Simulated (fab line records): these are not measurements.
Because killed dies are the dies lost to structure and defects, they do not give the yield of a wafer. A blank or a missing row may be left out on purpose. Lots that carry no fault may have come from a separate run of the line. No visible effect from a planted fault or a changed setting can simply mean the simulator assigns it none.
fab line records    flow nand_harc
record: lots: 6  wafers: 18  last_day: 32
route steps=1302 shown A_CONTACT@1100 A_BLC@1107 END@1302
lots with no fault: from the same line, run without faults
start_h: hours from the record's opening day to when the first of the lot's shown wafers began    wait_h: time in hours since the lot's previous step    " repeats the value in the row above    L1.1+2: several wafers, shown together as one row    - value missing, or start not given    * or withheld: withheld    < > ~ a bound
route shown NAME@n: names a module that has steps shown in the file, with the first one's number in the route    usual: average and standard deviation across the fault-free wafers    same: alike in all rows    chamber/n: place in a boat    sites: readings site by site    _std_site: the values' standard deviation    _edge_site: outer sites' mean less inner sites'    radius_mm: for every site, how far away it sits from the centre of the wafer    mask NAME#n: copy n    behind: tool/chamber where the wafer was last shaped    hold: why the lot was held/for how many hours/how that ended    device: which transistor (n, p or np) failed to switch    end of line: tests run on the same wafers once the route is complete    for a step that has no rows: nothing shown but its recipe    killed: the dies lost at the first sort to structure and to defects; this is not the yield of the wafer    map: the dies of a wafer, with x for killed, . for not killed, _ for no die there
set.NAME: the setting as run; set.NAME@STEP: as run at that earlier step    model.NAME: the simulator's own value behind a step, which no gauge read
certain route steps with their lots: each step a table, each wafer a row
services: a tool's chamber out of use, with start hour (start_h, from the record's first day; less than 0 if before it), hours out, and reason
== steps ==
step: NHARC_A_CONTACT_STRIP_27
recipe: time_s: 600  temp_c: 30  chemistry: post_etch_residue_remover
step: NHARC_A_CONTACT_ALD_18
recipe: target_thk_a: 30  pulse_time_s: 1  ald_cycles: 150  temp_c: 450  material: TiN
usual: heater_power_outer_w: 653/68  heater_power_w: 1037/88  precursor_pulse_height_rel: 1.004/0.022
lot.wafer  tool          chamber  start_h  wait_h  heater_power_outer_w  heater_power_w  precursor_pulse_height_rel  since_wet_clean_h
L844.2     ald_metal-03  2        528.84   -       680                   1125            1.014                       129
L844.6     "             2        "        "       675                   1110            0.963                       -
L844.5     "             3        "        "       583                   946             1.012                       -
L847.2     ald_metal-02  3        546.18   -       638                   988             1.021                       104
L847.1     "             0        "        "       709                   1112            0.950                       104
L847.5     "             2        "        "       546                   927             1.015                       -
L846.1     ald_metal-03  0        555.11   -       775                   1083            0.991                       155
L846.2     "             1        "        "       701                   1098            0.972                       155
L846.4     "             3        "        "       578                   957             0.983                       155
L852.4     ald_metal-03  3        601.71   -       611                   955             0.985                       24
L852.6     "             3        "        "       614                   970             1.001                       -
L852.5     "             0        "        "       776                   1106            0.997                       -
L865.3     ald_metal-03  3        726.47   -       612                   983             0.954                       149
L865.2     "             1        "        "       672                   1104            1.007                       149
L865.6     "             0        "        "       788                   1102            0.999                       -
L864.1     ald_metal-02  0        728.73   -       747                   1100            1.019                       109
L864.3     "             2        "        "       544                   901             1.016                       109
L864.6     "             3        "        "       663                   1053            1.020                       -
step: NHARC_A_CONTACT_CVD_19
recipe: target_thk_a: 3000  temp_c: 300  pressure_torr: 40  wf6_flow_sccm: 40  h2_flow_sccm: 1600  ar_flow_sccm: 1560  time_s: 802  material: W
usual: heater_power_outer_w: 252/23  heater_power_w: 449/42  mfc_h2_sccm: 1600/4.5  throttle_valve_pct: 7.7/0.31
lot.wafer  tool      chamber  start_h  wait_h  heater_power_outer_w  heater_power_w  mfc_h2_sccm  since_wet_clean_h  throttle_valve_pct
L844.2     cvd_w-01  0        -        -       268                   473             1600         150                7.3
L844.5     "         1        "        "       236                   424             1592         -                  7.8
L844.6     "         0        "        "       273                   467             1598         -                  7.2
L847.2     cvd_w-01  1        -        -       236                   419             1607         167                8.1
L847.1     "         0        "        "       268                   475             1603         168                7.4
L847.5     "         0        "        "       261                   481             1603         -                  7.4
L846.2     cvd_w-02  0        -        -       265                   490             1600         93                 7.7
L846.1     "         1        "        "       216                   402             1607         93                 7.9
L846.4     "         1        "        "       220                   402             1597         -                  7.8
L852.4     cvd_w-01  0        -        -       276                   481             1600         -                  7.5
L852.6     "         1        "        "       237                   407             1602         -                  7.7
L852.5     "         0        "        "       272                   491             1594         -                  7.6
L865.2     cvd_w-01  0        -        -       280                   492             1600         167                7.8
L865.3     "         0        "        "       272                   484             1600         -                  7.5
L865.6     "         0        "        "       279                   503             1602         -                  7.4
L864.1     cvd_w-02  0        -        -       276                   499             1603         85                 8.0
L864.3     "         0        "        "       278                   520             1597         -                  7.7
L864.6     "         0        "        "       275                   515             1602         -                  7.9
step: NHARC_A_CONTACT_CMP_20
recipe: t_overpolish_s: 30  target_thk_nm: 300
usual: edge_zone_pressure_frac: 1.000/0.0055  motor_current_A: 11.9/1.2  overpolish_run_s: 30.000/0.0096  time_to_endpoint_s: 59/3.3
lot.wafer  tool    chamber  start_h  wait_h  edge_zone_pressure_frac  motor_current_A  overpolish_run_s  time_to_endpoint_s
L844.2     cmp-04  0        529.95   0.7     0.994                    12.2             29.979            54
L844.6     "       3        "        "       0.995                    11.5             29.992            61
L844.5     "       0        "        "       1.007                    12.1             29.995            57
L847.2     cmp-02  0        547.23   0.8     0.994                    12.1             30.008            58
L847.1     "       1        "        "       1.007                    11.4             30.002            62
L847.5     "       1        "        "       1.003                    11.8             29.994            60
L846.1     cmp-02  2        556.80   0.7     1.001                    12.9             30.002            63
L846.4     "       3        "        "       0.998                    11.3             30.005            62
L846.2     "       0        "        "       1.007                    12.7             30.004            59
L852.4     cmp-02  3        602.84   0.4     0.998                    10.5             29.994            56
L852.6     "       2        "        "       1.001                    12.5             29.995            61
L852.5     "       3        "        "       0.999                    11.0             30.019            56
L865.2     cmp-04  2        727.59   0.7     1.002                    12.8             29.970            61
L865.3     "       0        "        "       1.002                    12.6             30.002            59
L865.6     "       1        "        "       0.994                    10.3             30.013            57
L864.3     cmp-01  2        729.81   0.4     0.985                    11.0             30.003            55
L864.1     "       0        "        "       0.994                    11.1             30.011            58
L864.6     "       3        "        "       1.000                    11.4             29.982            60
step: NHARC_A_CONTACT_SRD_22
step: NHARC_A_CONTACT_INSPECT_23
usual: raw_defect_count: 490/120
lot.wafer  tool               chamber  start_h  wait_h  raw_defect_count
L844.2     defect_inspect-02  -        530.33   0.1     482
L844.5     "                  -        "        "       491
L844.6     "                  -        "        "       409
L847.1     defect_inspect-02  -        547.63   0.1     467
L847.2     "                  -        "        "       485
L847.5     "                  -        "        "       389
L846.1     defect_inspect-02  -        557.20   0.1     346
L846.2     "                  -        "        "       299
L846.4     "                  -        "        "       270
L852.4     defect_inspect-01  -        603.22   0.1     621
L852.5     "                  -        "        "       493
L852.6     "                  -        "        "       549
L865.2     defect_inspect-01  -        727.97   0.1     489
L865.3     "                  -        "        "       657
L865.6     "                  -        "        "       544
L864.1     defect_inspect-01  -        730.22   0.1     434
L864.3     "                  -        "        "       544
L864.6     "                  -        "        "       391
step: NHARC_A_BLC_DEHYDRATE_00
recipe: temp_c: 150  time_s: 120
step: NHARC_A_BLC_HMDS_01
recipe: time_s: 30
step: NHARC_A_BLC_COAT_02
recipe: temp_c: 260  time_s: 75
step: NHARC_A_BLC_COAT_03
recipe: temp_c: 225  time_s: 65
step: NHARC_A_BLC_COAT_04
recipe: spin_rpm: 1500  resist_thk_nm: 90
step: NHARC_A_BLC_SOFTBAKE_05
recipe: temp_c: 105  time_s: 55
usual: chill_plate_temp_C: 22.98/0.11  heater_power_total_W: 188.45/0.14
lot.wafer  tool            chamber  start_h  wait_h  chill_plate_temp_C  heater_power_total_W
L844.2     litho_track-01  0        530      -       22.90               188.46
L844.5     "               0        "        "       22.95               188.46
L844.6     "               0        "        "       22.95               188.42
L847.1     litho_track-04  0        547      -       22.95               188.30
L847.2     "               0        "        "       22.84               188.35
L847.5     "               0        "        "       22.94               188.30
L846.1     litho_track-01  0        557      -       23.04               188.33
L846.2     "               0        "        "       22.89               188.31
L846.4     "               0        "        "       22.90               188.35
L852.4     litho_track-01  0        603      -       23.12               188.36
L852.5     "               0        "        "       23.01               188.47
L852.6     "               0        "        "       23.22               188.38
L865.2     litho_track-01  0        728      -       23.11               165.43
L865.3     "               0        "        "       23.18               165.45
L865.6     "               0        "        "       23.07               165.46
L864.1     litho_track-01  0        730      -       22.80               165.59
L864.3     "               0        "        "       22.87               165.90
L864.6     "               0        "        "       22.95               165.50
step: NHARC_A_BLC_EBR_06
step: NHARC_END_SORT_01
recipe: temp_c: 25
usual: killed_at_array: 56/19  killed_at_other: 1.0/1.3  killed_at_periphery: 3.8/2.2  killed_dies: 61/19  killed_open: 3.1/1.9  killed_short: 2.3/1.5
same: gross_dies: 677
lot.wafer  tool       chamber  start_h  wait_h  killed_at_array  killed_at_other  killed_at_periphery  killed_dies  killed_open  killed_short
L844.2     prober-01  0        573.44   2.8     48               1                3                    52           4            1
L844.5     prober-01  0        575.86   3.7     52               3                6                    61           3            5
L844.6     prober-01  0        576.67   4.0     44               7                4                    55           3            1
L846.1     prober-02  0        601.12   2.5     49               0                8                    57           8            2
L846.2     prober-02  0        601.91   2.8     43               0                5                    48           1            4
L846.4     prober-02  0        603.50   3.4     48               0                5                    53           0            6
L852.4     prober-02  0        650.68   3.4     54               2                3                    59           6            0
L852.5     prober-02  0        651.48   3.7     64               1                7                    72           3            1
L852.6     prober-02  0        652.27   4.0     58               2                2                    62           4            3
killed by level:class
L844.2 A_SLIT:chamber_film_flake=23 A_CHANNEL_HOLE_D2:chamber_film_flake=7 A_STAIRCASE:chamber_film_flake=5 A_ZERO_WELL:chamber_film_flake=3 A_CONTACT:chamber_film_flake=2 A_CONTACT:unspecified=2 P_M1:geometric_particle:open=1 A_M1:geometric_particle:open=1
L844.5 A_SLIT:chamber_film_flake=18 A_CHANNEL_HOLE_D2:chamber_film_flake=13 A_STAIRCASE:chamber_film_flake=6 P_GATE:chamber_film_flake=5 THIN_TSV:chamber_film_flake=3 A_WL_FILL:geometric_particle:short=2 A_ZERO_WELL:chamber_film_flake=2 A_CHANNEL_HOLE_D1:chamber_film_flake=2
L844.6 A_SLIT:chamber_film_flake=21 A_CHANNEL_HOLE_D2:chamber_film_flake=7 A_STAIRCASE:chamber_film_flake=6 THIN_TSV:chamber_film_flake=6 P_GATE:chamber_film_flake=3 A_CONTACT:chamber_film_flake=3 A_ZERO_WELL:chamber_film_flake=2 P_CONTACT:geometric_particle:open=1
L846.1 A_SLIT:chamber_film_flake=27 A_CHANNEL_HOLE_D2:chamber_film_flake=5 P_ZERO_WELL:chamber_film_flake=3 A_CHANNEL_HOLE_D1:chamber_film_flake=3 A_M1:chamber_film_flake=3 A_ONON_D2:geometric_particle:open=2 A_M0:geometric_particle:open=2 P_GATE:chamber_film_flake=2
L846.2 A_SLIT:chamber_film_flake=25 A_CONTACT:chamber_film_flake=6 P_GATE:chamber_film_flake=3 A_CHANNEL_HOLE_D2:chamber_film_flake=3 P_M2:geometric_particle:open=1 A_CHANNEL_FILL_D1:geometric_particle:short=1 A_DECK1_JOINT:geometric_particle:short=1 A_CHANNEL_HOLE_D2:geometric_particle:short=1
L846.4 A_SLIT:chamber_film_flake=21 A_CHANNEL_HOLE_D2:chamber_film_flake=12 A_CONTACT:chamber_film_flake=4 A_CHANNEL_HOLE_D1:chamber_film_flake=3 A_CHANNEL_FILL_D2:geometric_particle:short=2 A_M1:chamber_film_flake=2 P_M1:geometric_particle:short=1 A_ONON_D2:geometric_particle:short=1
L852.4 A_SLIT:chamber_film_flake=25 A_CHANNEL_HOLE_D2:chamber_film_flake=10 A_CHANNEL_HOLE_D1:chamber_film_flake=4 A_CONTACT:chamber_film_flake=4 A_BLC:geometric_particle:open=2 A_CHANNEL_FILL_D1:chamber_film_flake=2 A_STAIRCASE:chamber_film_flake=2 THIN_TSV:chamber_film_flake=2
L852.5 A_SLIT:chamber_film_flake=31 A_CHANNEL_HOLE_D2:chamber_film_flake=12 A_SGD_CUT:chamber_film_flake=5 A_STAIRCASE:chamber_film_flake=4 A_CONTACT:chamber_film_flake=4 P_BONDPAD:chamber_film_flake=3 A_CHANNEL_HOLE_D1:chamber_film_flake=3 P_ZERO_WELL:chamber_film_flake=2
L852.6 A_SLIT:chamber_film_flake=28 A_CHANNEL_HOLE_D2:chamber_film_flake=10 A_CHANNEL_HOLE_D1:chamber_film_flake=5 A_CONTACT:chamber_film_flake=5 P_M0:geometric_particle:open=1 P_M1:geometric_particle:open=1 A_ONON_D1:geometric_particle:short=1 A_CHANNEL_FILL_D1:geometric_particle:short=1
== services ==
tool            chamber  start_h  hours  kind
litho_track-01  -        505.00   7.0    pm
ald_metal-03    -        514.78   1.4    repair
cmp-04          -        515.78   0.2    repair
ald_metal-02    2        519.94   4.1    repair
cmp-02          -        526.63   4.0    pm
cvd_w-01        1        535.56   2.7    repair
cvd_w-02        0        536.92   12.9   repair
cvd_w-01        -        547.08   13.0   pm
cmp-04          -        555.90   2.0    repair
ald_metal-03    -        568.00   10.0   pm
ald_metal-03    3        593.09   4.5    repair
cmp-02          -        624.63   4.0    pm
cvd_w-01        0        633.03   17.1   repair
ald_metal-03    3        633.70   5.9    repair
cvd_w-01        1        651.74   13.6   repair
ald_metal-03    -        674.11   1.5    repair
cvd_w-01        -        679.20   1.2    repair
litho_track-01  -        680.00   7.0    pm
cmp-02          -        703.37   0.6    repair
cmp-02          -        709.82   1.1    repair
ald_metal-03    -        715.55   1.0    repair
ald_metal-03    1        716.61   4.7    repair
cmp-02          -        722.63   4.0    pm
cvd_w-01        -        728.08   13.0   pm
== key ==
first_sign: step: NHARC_A_BLC_SOFTBAKE_05  reading: heater_power_total_W  direction: down  sigmas: 99+  usual: *  struck: *
effect none on later readings
met_at NHARC_A_BLC_SOFTBAKE_05
struck_wafers L864.1,L864.3,L864.6,L865.2,L865.3,L865.6
tester_left_out L864,L865
onset_between 603 728
fault: kind: process_parameter_drift  tool: litho_track-01  chamber: -  onset_h: 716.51  steps: NHARC_A_BLC_SOFTBAKE_05  channel: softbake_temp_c  offset: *  shape: step  end_h: 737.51  acts_in: *  stated: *
tester_left_out: of these lots the tester's yield and bins aren't shown, on N5 and GAA mostly nor the transistor test; their killed dies are dies lost to structure and defects alone, not to doping, threshold or leakage, so they don't give the yield
